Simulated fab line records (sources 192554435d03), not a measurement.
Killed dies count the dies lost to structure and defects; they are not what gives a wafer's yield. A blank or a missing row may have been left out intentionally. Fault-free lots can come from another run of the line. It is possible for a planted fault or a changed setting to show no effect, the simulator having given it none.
fab line records -- flow n5-finfet
[record] lots = 10, wafers = 29, last-day = 18
route steps=1938 shown GATE_CUT@498 BEOL_M4@1111
lots untouched by any fault: they come from a run of this same line in which no faults occurred
start-h: hours from the record's first day to the start of the lot's first wafer shown -- wait-h: time in hours since the lot's previous step -- " repeats the value in the row above -- L1.1+2: a single row standing in for several wafers -- - value missing, or start not given -- * or withheld: withheld -- < > ~ a bound
route shown NAME@n: a module of which the file shows steps, and the number in the route of the first -- usual: the fault-free wafers' mean and standard deviation -- same: alike in all rows -- chamber/n: place in a boat -- sites: per-site readings -- _std_site: how widely they spread, as a standard deviation -- _edge_site: inner sites' mean taken away from outer sites' mean -- radius-mm: for every site, how far away it sits from the centre of the wafer -- mask NAME#n: copy n -- behind: tool/chamber where the wafer was last shaped -- hold: cause of the lot's hold/its duration in hours/its outcome -- device: the transistor (n, p or np) that didn't switch -- end of line: the route-end tests of the same wafers -- for a step that has no rows: nothing shown but its recipe -- killed: at the first sort, the dies lost to defects and structure; wafer yield is something else -- map: dies across one wafer; x = killed, . = not, _ = none there
set.NAME: the setting that was run; set.NAME@STEP: the one run at that earlier step -- model.NAME: the simulator's own value behind a step, which no gauge read
steps of the route over a sample of lots; a table a step, a row a wafer
services: a tool's chamber out of use, with start hour (start-h, from the record's first day; less than 0 if before it), hours out, and reason
[[steps]]
[step N5_GATE_CUT_STRIP_42]
[recipe] chemistry = O2, power-w = 400, temp-c = 40, pressure-mtorr = 30, rf-frequency-hz = 6e+07, bias-power-w = 0, overash-fraction = 0.3, o2-flow-sccm = 225
[usual] drypump-motor-current-A = 5.8/0.54, oes-product-au = 0.76/0.075, rf-vpp-V = 3.6/0.53, showerhead-plenum-p-Torr = 2.11/0.073, throttle-valve-pct = 16.59/0.22
lot.wafer,tool,chamber,start-h,wait-h,drypump-motor-current-A,oes-product-au,rf-hours-counter-h,rf-vpp-V,showerhead-plenum-p-Torr,throttle-valve-pct
L617.4,rie-diel-02,1,82.83,0.0,5.1,0.71,196,2.6,2.16,16.41
L617.5,rie-diel-02,1,82.83,0.0,5.1,0.71,-,3.8,2.16,16.43
L617.6,rie-diel-02,0,82.83,0.0,6.4,0.70,-,4.0,2.17,16.80
L625.1,rie-diel-04,2,134.04,0.0,4.9,0.73,192,3.7,2.18,16.69
L625.4,rie-diel-04,0,134.04,0.0,5.3,0.76,138,3.4,2.17,16.61
L625.5,rie-diel-04,2,134.04,0.0,4.9,0.74,-,4.1,2.18,16.68
L627.3,rie-diel-06,3,143.02,0.0,5.2,0.73,160,3.7,2.02,16.69
L627.4,rie-diel-06,2,143.02,0.0,6.2,0.91,22,2.9,2.03,16.56
L627.6,rie-diel-06,0,143.02,0.0,5.9,0.75,-,3.2,2.20,17.00
L628.1,rie-diel-04,0,151.61,0.0,5.3,0.76,143,3.4,2.17,16.61
L628.5,rie-diel-04,0,151.61,0.0,5.3,0.75,-,2.9,2.17,16.62
L634.2,rie-diel-02,0,187.35,0.0,6.4,0.97,11,3.7,2.16,16.35
L634.3,rie-diel-02,3,187.35,0.0,6.5,0.70,191,3.8,2.04,16.52
L634.5,rie-diel-02,3,187.35,0.0,6.5,0.70,-,4.6,2.04,16.50
L635.1,rie-diel-06,1,190.79,0.0,5.4,0.82,63,3.7,2.11,16.18
L635.4,rie-diel-06,2,190.79,0.0,6.2,0.88,36,3.9,2.03,16.59
L635.6,rie-diel-06,2,190.79,0.0,6.2,0.87,-,3.4,2.02,16.59
L636.1,rie-diel-02,0,199.44,0.0,6.4,0.96,14,3.9,2.16,16.36
L636.2,rie-diel-02,1,199.44,0.0,5.1,0.69,231,3.5,2.15,16.49
L636.6,rie-diel-02,0,199.44,0.0,6.4,0.96,-,4.3,2.16,16.35
L637.3,rie-diel-04,3,206.06,0.0,5.9,0.68,241,3.8,1.98,16.79
L637.4,rie-diel-04,2,206.06,0.0,4.9,0.71,207,3.1,2.17,16.72
L637.6,rie-diel-04,1,206.06,0.0,6.3,0.71,-,4.2,2.15,16.33
L639.1,rie-diel-02,0,217.31,0.0,6.4,0.94,20,3.8,2.16,16.36
L639.2,rie-diel-02,2,217.31,0.0,6.3,0.73,196,4.1,2.03,16.87
L639.4,rie-diel-02,1,217.31,0.0,5.1,0.68,237,4.2,2.15,16.50
L640.3,rie-diel-02,2,224.77,0.0,6.3,0.72,198,3.8,2.03,16.87
L640.4,rie-diel-02,3,224.77,0.0,6.5,0.70,-,4.2,2.04,16.54
L640.6,rie-diel-02,2,224.77,0.0,6.3,0.73,-,3.5,2.03,16.90
[step N5_GATE_CUT_VAPOR_ETCH_48]
[recipe] chemistry = BCl3/Cl2, target = TiN, mode = isotropic
[usual] drypump-motor-current-A = 5.5/0.33, he-backside-leak-sccm = 3.4/0.31, oes-product-au = 0.75/0.14
lot.wafer,tool,chamber,start-h,wait-h,drypump-motor-current-A,he-backside-leak-sccm,oes-product-au
L617.4,rie-metal-02,1,83.17,0.0,5.5,3.2,0.62
L617.5,rie-metal-02,0,83.17,0.0,4.9,3.2,0.63
L617.6,rie-metal-02,1,83.17,0.0,5.5,3.2,0.62
L625.1,rie-metal-01,0,134.37,0.0,5.5,3.3,0.95
L625.4,rie-metal-01,0,134.37,0.0,5.5,3.3,0.96
L625.5,rie-metal-01,0,134.37,0.0,5.5,3.5,0.94
L627.3,rie-metal-01,1,143.35,0.0,5.6,3.5,0.97
L627.4,rie-metal-01,0,143.35,0.0,5.5,3.1,0.95
L627.6,rie-metal-01,1,143.35,0.0,5.6,3.7,0.97
L628.1,rie-metal-02,1,151.94,0.0,5.5,3.5,0.61
L628.5,rie-metal-02,0,151.94,0.0,5.0,3.3,0.62
L634.2,rie-metal-03,1,187.68,0.0,5.9,3.3,0.79
L634.3,rie-metal-03,0,187.68,0.0,5.6,3.6,0.72
L634.5,rie-metal-03,0,187.68,0.0,5.6,3.4,0.72
L635.1,rie-metal-03,0,191.12,0.0,-,-,-
L635.4,rie-metal-03,1,191.12,0.0,-,-,-
L635.6,rie-metal-03,0,191.12,0.0,-,-,-
L636.1,rie-metal-02,1,199.77,0.0,-,-,-
L636.2,rie-metal-02,0,199.77,0.0,-,-,-
L636.6,rie-metal-02,1,199.77,0.0,-,-,-
L637.3,rie-metal-02,0,206.58,0.1,-,-,-
L637.4,rie-metal-02,0,206.58,0.1,-,-,-
L637.6,rie-metal-02,0,206.58,0.1,-,-,-
L639.1,rie-metal-01,0,217.64,0.0,5.5,2.9,0.89
L639.2,rie-metal-01,1,217.64,0.0,5.6,3.6,0.93
L639.4,rie-metal-01,0,217.64,0.0,5.5,3.0,0.89
L640.3,rie-metal-03,1,225.11,0.0,5.9,3.2,0.79
L640.4,rie-metal-03,0,225.11,0.0,5.7,3.5,0.72
L640.6,rie-metal-03,1,225.11,0.0,5.9,3.1,0.78
[step N5_GATE_CUT_VAPOR_ETCH_51]
[recipe] chemistry = BCl3/Cl2, target = HfO2, mode = isotropic
[usual] drypump-motor-current-A = 5.5/0.34, he-backside-leak-sccm = 3.37/0.29, oes-product-au = 0.75/0.14
lot.wafer,tool,chamber,start-h,wait-h,drypump-motor-current-A,he-backside-leak-sccm,oes-product-au
L617.4,rie-metal-02,1,83.23,0.0,5.5,3.34,0.62
L617.5,rie-metal-02,0,83.23,0.0,4.9,3.13,0.63
L617.6,rie-metal-02,1,83.23,0.0,5.5,3.31,0.62
L625.1,rie-metal-01,0,134.43,0.0,5.5,3.03,0.95
L625.4,rie-metal-01,0,134.43,0.0,5.4,3.16,0.95
L625.5,rie-metal-01,0,134.43,0.0,5.5,2.92,0.95
L627.3,rie-metal-01,1,143.41,0.0,5.6,3.52,0.97
L627.4,rie-metal-01,0,143.41,0.0,5.4,2.93,0.95
L627.6,rie-metal-01,1,143.41,0.0,5.6,3.63,0.98
L628.1,rie-metal-02,1,152.00,0.0,5.5,3.42,0.61
L628.5,rie-metal-02,0,152.00,0.0,5.0,3.22,0.62
L634.2,rie-metal-03,1,187.74,0.0,5.9,3.24,0.80
L634.3,rie-metal-03,0,187.74,0.0,5.7,3.58,0.73
L634.5,rie-metal-03,0,187.74,0.0,5.7,3.64,0.72
L635.1,rie-metal-03,0,191.18,0.0,5.6,3.58,0.72
L635.4,rie-metal-03,1,191.18,0.0,5.9,3.27,0.80
L635.6,rie-metal-03,0,191.18,0.0,5.7,3.53,0.73
L636.1,rie-metal-02,1,199.83,0.0,5.5,3.25,0.61
L636.2,rie-metal-02,0,199.83,0.0,5.0,3.22,0.62
L636.6,rie-metal-02,1,199.83,0.0,5.5,3.30,0.60
L637.3,rie-metal-02,0,206.70,0.1,4.9,3.13,0.61
L637.4,rie-metal-02,0,206.70,0.1,5.0,3.19,0.61
L637.6,rie-metal-02,0,206.70,0.1,4.9,3.26,0.61
L639.1,rie-metal-01,0,217.70,0.0,5.5,2.78,0.90
L639.2,rie-metal-01,1,217.70,0.0,5.6,3.53,0.94
L639.4,rie-metal-01,0,217.70,0.0,5.4,3.05,0.89
L640.3,rie-metal-03,1,225.17,0.0,5.9,3.33,0.79
L640.4,rie-metal-03,0,225.17,0.0,5.7,3.51,0.72
L640.6,rie-metal-03,1,225.17,0.0,5.9,3.21,0.79
[step N5_GATE_CUT_ALD_22]
[recipe] material = SiNx, target-thk-a = 160, temp-c = 400, ald-precursor-family = SiH2I2, ald-co-reactant = N2/H2-plasma, pulse-time-s = 1, ald-cycles = 320, purge-time-s = 2, co-reactant-purge-time-s = 2, pressure-torr = 2
[usual] heater-power-w = 857/89, precursor-pulse-height-rel = 1.000/0.021, susceptor-temp-C = 399.98/0.23
lot.wafer,tool,chamber,start-h,wait-h,heater-power-w,precursor-pulse-height-rel,susceptor-temp-C
L617.4,ald-sin-01,1,83.42,0.0,942,0.975,399.65
L617.5,ald-sin-01,1,83.42,0.0,960,1.038,399.69
L617.6,ald-sin-01,0,83.42,0.0,915,0.996,400.37
L625.1,ald-sin-01,2,134.63,0.0,693,0.993,400.03
L625.4,ald-sin-01,3,134.63,0.0,772,1.041,400.11
L625.5,ald-sin-01,1,134.63,0.0,939,0.997,399.95
L627.3,ald-sin-03,3,143.61,0.0,833,1.001,399.84
L627.4,ald-sin-03,2,143.61,0.0,1003,0.991,399.74
L627.6,ald-sin-03,1,143.61,0.0,889,0.996,400.14
L628.1,ald-sin-01,3,152.32,0.1,792,0.983,399.84
L628.5,ald-sin-01,3,152.32,0.1,764,1.002,399.71
L634.2,ald-sin-03,2,188.86,0.9,1000,1.018,399.93
L634.3,ald-sin-03,0,188.86,0.9,839,0.955,399.77
L634.5,ald-sin-03,3,188.86,0.9,836,0.980,400.32
L635.1,ald-sin-03,3,191.84,0.5,831,0.986,400.25
L635.4,ald-sin-03,2,191.84,0.5,1010,0.986,399.67
L635.6,ald-sin-03,3,191.84,0.5,842,0.990,400.11
L636.1,ald-sin-03,1,200.03,0.0,879,1.010,399.82
L636.2,ald-sin-03,0,200.03,0.0,844,1.000,400.10
L636.6,ald-sin-03,3,200.03,0.0,849,0.990,399.90
L637.3,ald-sin-04,1,206.93,0.0,843,0.993,400.57
L637.4,ald-sin-04,3,206.93,0.0,979,0.990,399.98
L637.6,ald-sin-04,1,206.93,0.0,844,1.009,400.22
L639.1,ald-sin-03,1,218.17,0.3,862,1.008,400.15
L639.2,ald-sin-03,2,218.17,0.3,991,0.991,400.03
L639.4,ald-sin-03,0,218.17,0.3,818,0.998,399.96
L640.3,ald-sin-01,2,225.37,0.0,685,0.975,400.42
L640.4,ald-sin-01,1,225.37,0.0,902,1.007,399.87
L640.6,ald-sin-01,3,225.37,0.0,773,1.029,400.39
[step N5_BEOL_M4_RC_MEAS_101]
[usual] DIBL_N = 37.0/2.3, DIBL_P = 37.3/2.8, IOFF_N = 0.17/0.046, IOFF_P = 0.23/0.054, ION_N = 675/14, ION_P = 460/9.3, SS_N = 71.7/0.73, SS_P = 73.6/0.95, VT_N = 249/3.9, VT_P = -250/3.9
lot.wafer,tool,chamber,start-h,wait-h,DIBL_N[mV/V],DIBL_P[mV/V],IOFF_N[nA/um],IOFF_P[nA/um],ION_N[uA/um],ION_P[uA/um],SS_N[mV/dec],SS_P[mV/dec],VT_N[mV],VT_P[mV]
L617.4,prober-02,0,167.30,0.5,40.3,40.9,0.23,0.31,680,471,72.2,74.8,243,-246
L617.5,prober-02,0,167.30,0.5,37.1,35.4,0.15,0.21,676,464,71.3,73.7,251,-251
L617.6,prober-02,0,167.30,0.5,43.8,44.8,0.36,0.42,712,478,73.7,76.2,240,-243
L625.1,prober-01,0,221.92,0.0,38.9,41.4,0.20,0.29,679,467,71.3,74.8,248,-246
L625.4,prober-01,0,221.92,0.0,37.5,38.2,0.16,0.23,682,470,72.1,74.1,249,-250
L625.5,prober-01,0,221.92,0.0,38.8,40.7,0.21,0.28,691,474,72.2,74.7,248,-246
L627.3,prober-01,0,225.68,0.3,34.9,32.9,0.14,0.19,681,474,71.4,73.1,250,-248
L627.4,prober-01,0,225.68,0.3,34.1,32.0,0.11,0.18,654,455,71.5,72.2,257,-250
L627.6,prober-01,0,225.68,0.3,34.6,33.9,0.12,0.20,669,466,71.9,72.5,254,-250
L628.1,prober-01,0,235.41,0.0,37.4,35.9,0.17,0.19,670,458,71.4,73.9,247,-251
L628.5,prober-01,0,235.41,0.0,37.1,36.5,0.15,0.20,650,450,71.0,72.9,252,-251
L634.2,prober-02,0,286.35,0.2,33.5,30.7,0.10,0.13,640,440,71.0,72.3,257,-258
L634.3,prober-02,0,286.35,0.2,36.2,35.0,0.14,0.18,664,452,71.2,73.1,250,-254
L634.5,prober-02,0,286.35,0.2,37.3,35.0,0.16,0.18,666,448,72.1,73.3,250,-253
L635.1,prober-01,0,286.71,0.0,32.3,33.6,0.11,0.14,657,445,71.2,72.2,256,-257
L635.4,prober-01,0,286.71,0.0,36.5,38.5,0.18,0.20,679,458,72.3,73.7,249,-252
L635.6,prober-01,0,286.71,0.0,32.7,34.1,0.12,0.14,663,449,71.1,72.2,254,-258
L636.1,prober-02,0,288.93,0.0,36.2,33.2,0.15,0.18,670,456,71.6,72.5,253,-253
L636.2,prober-02,0,288.93,0.0,37.1,35.2,0.17,0.21,676,454,71.7,72.8,250,-253
L636.6,prober-02,0,288.93,0.0,35.3,33.1,0.13,0.18,677,466,70.6,73.1,252,-250
L637.3,prober-01,0,302.09,0.3,38.3,39.4,0.20,0.24,673,456,71.8,73.6,247,-251
L637.4,prober-01,0,302.09,0.3,36.8,38.0,0.17,0.21,671,455,72.3,72.9,250,-252
L637.6,prober-01,0,302.09,0.3,37.2,38.0,0.18,0.22,666,455,71.8,73.7,248,-250
L640.3,prober-01,0,318.13,0.3,37.3,38.5,0.16,0.18,675,450,72.0,74.2,252,-257
L640.4,prober-01,0,318.13,0.3,37.0,38.7,0.17,0.18,675,449,71.9,73.9,251,-256
L640.6,prober-01,0,318.13,0.3,33.1,34.3,0.10,0.13,656,445,70.3,72.1,256,-258
L639.1,prober-02,0,319.71,0.0,37.7,38.9,0.19,0.28,670,460,72.9,73.9,249,-247
L639.2,prober-02,0,319.71,0.0,40.0,40.9,0.24,0.30,696,474,73.1,74.6,244,-245
L639.4,prober-02,0,319.71,0.0,35.8,37.0,0.15,0.23,677,471,71.6,73.2,250,-248
[[services]]
tool,chamber,start-h,hours,kind
ald-sin-04,1,74.84,3.9,repair
rie-metal-01,0,90.98,-,clean
rie-metal-01,0,90.98,19.3,scheduled-down
rie-metal-01,0,90.98,19.3,vent-cycle
ald-sin-04,-,98.41,0.5,repair
rie-diel-04,2,105.53,3.5,repair
ald-sin-03,2,128.68,2.9,repair
rie-diel-02,0,133.14,-,clean
rie-diel-04,2,140.05,19.5,repair
ald-sin-04,-,143.80,6.1,pm
ald-sin-01,1,150.80,4.8,repair
ald-sin-01,3,162.13,2.0,repair
ald-sin-03,3,163.57,4.5,repair
rie-metal-01,1,176.04,4.8,repair
ald-sin-01,-,177.72,14.0,pm
rie-diel-04,3,180.80,1.6,repair
ald-sin-01,-,193.89,14.6,pm
rie-metal-02,1,204.81,-,clean
rie-metal-02,1,204.81,15.8,scheduled-down
rie-metal-02,1,204.81,15.8,vent-cycle
rie-metal-02,0,220.62,-,clean
rie-metal-02,0,220.62,19.0,scheduled-down
rie-metal-02,0,220.62,19.0,vent-cycle
rie-diel-02,1,222.31,5.3,repair
[[key]]
[first-sign] step = N5_GATE_CUT_VAPOR_ETCH_48, reading = tool-record, direction = missing
effect none on later readings
met-at N5_GATE_CUT_VAPOR_ETCH_48
struck-lots L635,L636,L637
rows-end L635.1,L635.4
not-acting-at N5_GATE_CUT_STRIP_42,N5_GATE_CUT_VAPOR_ETCH_51,N5_GATE_CUT_ALD_22
onset-between 187.68 191.12
[fault] kind = skipped-step-whole, tool = rie-metal-02,rie-metal-03, chamber = -, onset-h = 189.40, steps = N5_GATE_CUT_VAPOR_ETCH_48, scope = struck-lots-only
// rows-end: these wafers met a further fault down the route, and their rows from its step on are left out
